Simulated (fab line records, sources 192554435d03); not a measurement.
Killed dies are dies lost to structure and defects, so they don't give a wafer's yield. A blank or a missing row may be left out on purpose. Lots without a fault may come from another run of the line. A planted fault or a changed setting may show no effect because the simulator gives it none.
Problem report in the 8D (eight disciplines) form, filled by code | flow n5_finfet | the parts of the form that need people (team, actions taken, sign-off) are left out

1. THE PROBLEM
bias_w at N5_BEOL_M15_ETCH_61 reads a mean of 163.1 W on 2 wafers of 2 lots; wafers without a fault read 150.0 W with a standard deviation of 0.44. That is +30 standard deviations from the usual mean.
The step: etches BARC in N2/H2, target depth 89 nm, overetch 26.7 nm, time 67.9 s.
First seen on wafer L797.2, day 18 08:58, on rie_diel-02. The record holds 30 wafers of 10 lots with a number at this step. Rule for "out", or "out of limits": more than 4 standard deviations from the usual mean. The other wafers with a number count as sound.

2. WHAT IT IS AND WHAT IT IS NOT
question                    | is                | is not
which readings at this step | bias_w, rf_vpp_V  | drypump_motor_current_A, oes_product_au, showerhead_plenum_p_Torr, throttle_valve_pct
which lots                  | L797, L799        | L779, L781, L783, L785, L788, L789, L801, L802
which wafers of those lots  | L797.2, L799.3    | L797.1, L797.6, L799.1, L799.2
read on which tools         | rie_diel-02       | rie_diel-03, rie_diel-06
when                        | from day 18 08:58 | up to then (20 sound wafers); but 8 sound wafers of L799, L801, L802 came after

3. SUSPECTS, AND WHAT RULES EACH OUT
Counting: a tool at a process step up to the reading stays a suspect if it ran every lot that is out. Sound lots after the first of them don't rule it out here, since some wafers of a struck lot are sound.
- rie_diel-02 at N5_BEOL_M15_ETCH_61 (etches BARC in N2/H2, target depth 89 nm, overetch 26.7 nm, time 67.9 s): kept. It ran every lot that is out, first L797 (day 18 08:58); its last sound lot up to then is L788 (day 17 04:18). Its own readings are out on those wafers: bias_w, rf_vpp_V.
- Within rie_diel-02 at N5_BEOL_M15_ETCH_61: the wafers that are out ran in chamber 0; their sound lot-mates ran in chambers 1, 2, 3.
Left after counting: rie_diel-02 at N5_BEOL_M15_ETCH_61.

4. THE CAUSE (what the simulator had put in)
Process parameter drift: rie_diel-02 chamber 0, from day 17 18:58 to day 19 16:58, at N5_BEOL_M15_ETCH_61. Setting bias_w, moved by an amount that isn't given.
Counting left only this tool.

5. THE CHAIN OF EFFECTS, in route order
Each row: a reading whose mean over the struck wafers that have a number lies more than 3 standard deviations from the usual. Only readings for which the record gives a usual standard deviation are gone through. hours: the time from each lot's start at the first step in this table that gives one to its start at this step, as a median over the lots. sigmas: the change in usual standard deviations.
hours | step                | reading  | usual   | on struck wafers | change | sigmas
0     | N5_BEOL_M15_ETCH_61 | bias_w   | 150.0 W | 163.1            | +13.1  | +30
0     | N5_BEOL_M15_ETCH_61 | rf_vpp_V | 524.6 V | 550.1            | +25.5  | +9.1
The process steps in it:
- N5_BEOL_M15_ETCH_61: etches BARC in N2/H2, target depth 89 nm, overetch 26.7 nm, time 67.9 s.

6. WHAT WOULD HAVE CAUGHT IT SOONER
In this record the first reading out of limits was taken at day 18 08:58, 14 hours after the fault began at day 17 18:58.
